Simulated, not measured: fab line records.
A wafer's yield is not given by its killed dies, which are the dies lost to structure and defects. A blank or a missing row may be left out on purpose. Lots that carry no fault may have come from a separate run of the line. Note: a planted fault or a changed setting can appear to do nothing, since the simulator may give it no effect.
Split-lot experiment | flow n5Finfet | 21 wafers read from 7 lots, route of 1938 steps

== SPLIT DETAILS ==
At N5_BEOL_M14_PEB_26 (peb time 90 s), the setting pebTempC was moved away from the recipe's 130 C on 7 of the 21 wafers read, by -2.5% to +1.4%. This setting was run at the recipe's value on the other wafers.

== FROM THE SPLIT TO THE READING: what the file shows between them, 2 steps ==
- N5_BEOL_M14_DEVELOP_27: develop time 45 s
- N5_BEOL_M14_HARDBAKE_32: time 120 s

== THE READING ==
cdNm at N5_BEOL_M14_CD_MEAS_28, given in nm (cd target 284.4 nm). Typical for fault-free wafers on this fab line: 284.8 nm, with standard deviation 1.9 nm.

wafer  | tool, chamber at the split | pebTempC as run, C | against the recipe | cdNm, nm | against lot-mates on the recipe
L077.2 | lithoTrack-03, 0           | 130                | recipe             | 286.1    | -
L077.3 | lithoTrack-03, 0           | 130                | recipe             | 284.8    | -
L077.4 | lithoTrack-03, 0           | 130                | recipe             | 288.3    | -
L084.1 | lithoTrack-02, 0           | 126.8              | -2.5%              | 266.7    | -19.2
L084.2 | lithoTrack-02, 0           | 130                | recipe             | 285.9    | -
L084.4 | lithoTrack-02, 0           | 130                | recipe             | 285.8    | -
L086.2 | lithoTrack-02, 0           | 130                | recipe             | 285.4    | -
L086.4 | lithoTrack-02, 0           | 130                | recipe             | 283.4    | -
L086.6 | lithoTrack-02, 0           | 127.9              | -1.6%              | 271.6    | -12.8
L087.1 | lithoTrack-05, 0           | 130                | recipe             | 285.2    | -
L087.2 | lithoTrack-05, 0           | 128                | -1.5%              | 273.5    | -11.7
L087.6 | lithoTrack-05, 0           | 128                | -1.5%              | 275.0    | -10.2
L093.4 | lithoTrack-02, 0           | 130                | recipe             | 282.3    | -
L093.5 | lithoTrack-02, 0           | 130                | recipe             | 284.3    | -
L093.6 | lithoTrack-02, 0           | 130                | recipe             | 283.7    | -
L096.2 | lithoTrack-02, 0           | 130                | recipe             | 284.1    | -
L096.4 | lithoTrack-02, 0           | 131.8              | +1.4%              | 291.6    | +7.5
L096.6 | lithoTrack-02, 0           | 131.8              | +1.4%              | 293.8    | +9.7
L097.1 | lithoTrack-02, 0           | 130                | recipe             | 284.9    | -
L097.3 | lithoTrack-02, 0           | 130                | recipe             | 281.7    | -
L097.4 | lithoTrack-02, 0           | 127.4              | -2.0%              | 270.3    | -13.0

THE FIT
A straight line over all 21 wafers: cdNm changes by +6.91 nm for each +1% of pebTempC; r = +0.97; the points scatter about the line by 1.6 nm.
The same after taking each lot's own level away (the mean of its wafers on the recipe; 21 wafers): +7.06 nm for each +1%; r = +0.99; scatter 1.2 nm.
That fit puts the effect of the largest move of pebTempC on the reading at 17 nm.
Across the lots, their own levels run from 283.30 to 286.40 nm, a range of 1.6 times the standard deviation given above.
The two slopes are in agreement: the lot-to-lot level therefore moves the slope only a little.
Check: with one of the wafers moved furthest among these (-2.5%) left out of the fit, the line predicts -17 nm for it against its lot-mates. Against them it came out at -19.2 nm.

== THESE WAFERS: OTHER SPLITS ==
Other splits were also applied to these wafers ahead of the reading. Each is held against what the fit with the lots' levels taken away leaves over:
other split on the same wafers | wafers away from the commonest value | r with cdNm (lot level and that fit taken away)
N5_BEOL_M8_COAT_22 spinRpm     | 8                                    | -0.02
N5_BEOL_M8_ETCH_65 sourceW     | 5                                    | -0.31
N5_BEOL_M9_ILD_DEP_00 timeS    | 6                                    | -0.19
N5_BEOL_M10_PEB_26 pebTimeS    | 7                                    | -0.26
N5_BEOL_M11_ILD_DEP_00 timeS   | 6                                    | -0.13
N5_BEOL_M11_PECVD_70 tempC     | 7                                    | +0.11
N5_BEOL_M13_COAT_65 spinRpm    | 6                                    | +0.29

== THE WHOLE CHAIN: every reading that the file lists as answering this split, in the file's order ==
step                   | what it does                                           | reading                                                        | change (the file's fit)              | r (the file's)
N5_BEOL_M14_CD_MEAS_28 | target cd 284.4 nm                                     | cdNm                                                           | +7.24 nm for each +1% of the setting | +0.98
N5_BEOL_M14_DESCUM_33  | chemistry O2, time 7.9 s                               | BEOL_M14.cdNm (the simulator's own value, which no gauge read) | +7.21 nm for each +1% of the setting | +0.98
N5_BEOL_M14_ETCH_67    | etches SiARC in CF4, target depth 143 nm, time 238.3 s | BEOL_M14.cdNm (the simulator's own value, which no gauge read) | +7.33 nm for each +1% of the setting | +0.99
N5_BEOL_M14_ETCH_68    | etches SOC in N2/H2, time 450 s                        | BEOL_M14.cdNm (the simulator's own value, which no gauge read) | +7.62 nm for each +1% of the setting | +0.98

== FILE'S OWN FIT ==
cdNm changes by +7.24 nm for each +1% of pebTempC, r = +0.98.
